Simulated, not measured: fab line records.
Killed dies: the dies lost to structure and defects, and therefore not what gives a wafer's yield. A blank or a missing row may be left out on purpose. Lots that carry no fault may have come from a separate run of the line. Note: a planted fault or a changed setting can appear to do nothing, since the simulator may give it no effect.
Matching of chambers / flow n5-finfet / N5_FIN_SAQP_HM_DEP_72 on pecvd-03: 3 sister chambers
The step deposits SiO2 from SiH4/N2O, target thk 12 nm, time 7.2 s. 3 wafers are shown with their chamber, then 9 later ones without.

== WAFERS WITH THEIR CHAMBER ==
wafer=L092.4; chamber=1; showerhead-plenum-p-Torr (Torr)=8.23
wafer=L092.5; chamber=2; showerhead-plenum-p-Torr (Torr)=7.98
wafer=L092.6; chamber=0; showerhead-plenum-p-Torr (Torr)=8.23

== WAFERS MISSING THEIR CHAMBER ==
wafer=L094.1; showerhead-plenum-p-Torr (Torr)=8.22
wafer=L094.2; showerhead-plenum-p-Torr (Torr)=8.24
wafer=L094.3; showerhead-plenum-p-Torr (Torr)=7.99
wafer=L094.4; showerhead-plenum-p-Torr (Torr)=8.21
wafer=L094.5; showerhead-plenum-p-Torr (Torr)=8.00
wafer=L094.6; showerhead-plenum-p-Torr (Torr)=8.21
wafer=L097.1; showerhead-plenum-p-Torr (Torr)=8.23
wafer=L097.3; showerhead-plenum-p-Torr (Torr)=8.00
wafer=L097.6; showerhead-plenum-p-Torr (Torr)=8.21

== THE CHAMBER EACH PASSED THROUGH ==
wafer=L094.1; from the rows above=can't be placed: 0 or 1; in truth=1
wafer=L094.2; from the rows above=can't be placed: 0 or 1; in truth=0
wafer=L094.3; from the rows above=2; in truth=2
wafer=L094.4; from the rows above=can't be placed: 0 or 1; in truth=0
wafer=L094.5; from the rows above=2; in truth=2
wafer=L094.6; from the rows above=can't be placed: 0 or 1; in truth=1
wafer=L097.1; from the rows above=can't be placed: 0 or 1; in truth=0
wafer=L097.3; from the rows above=2; in truth=2
wafer=L097.6; from the rows above=can't be placed: 0 or 1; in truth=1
Placed correctly: 3 of 9. These rows do not allow placing 6 (true chamber among the candidates in 6). 0 placed wrongly.
How it was worked out, from the rows above alone: a wafer's distance from a chamber is the root of the sum, over the readings, of the square of ((its reading less the chamber's mean) divided by the reading's scatter). If the next closest chamber is less than 2 further off than the closest, the wafer can't be placed; otherwise it belongs to the closest. The mean given for a chamber averages the wafers shown for that chamber. The scatter: root of mean squared gap, hidden wafer to nearest shown wafer, with one shown wafer a chamber.
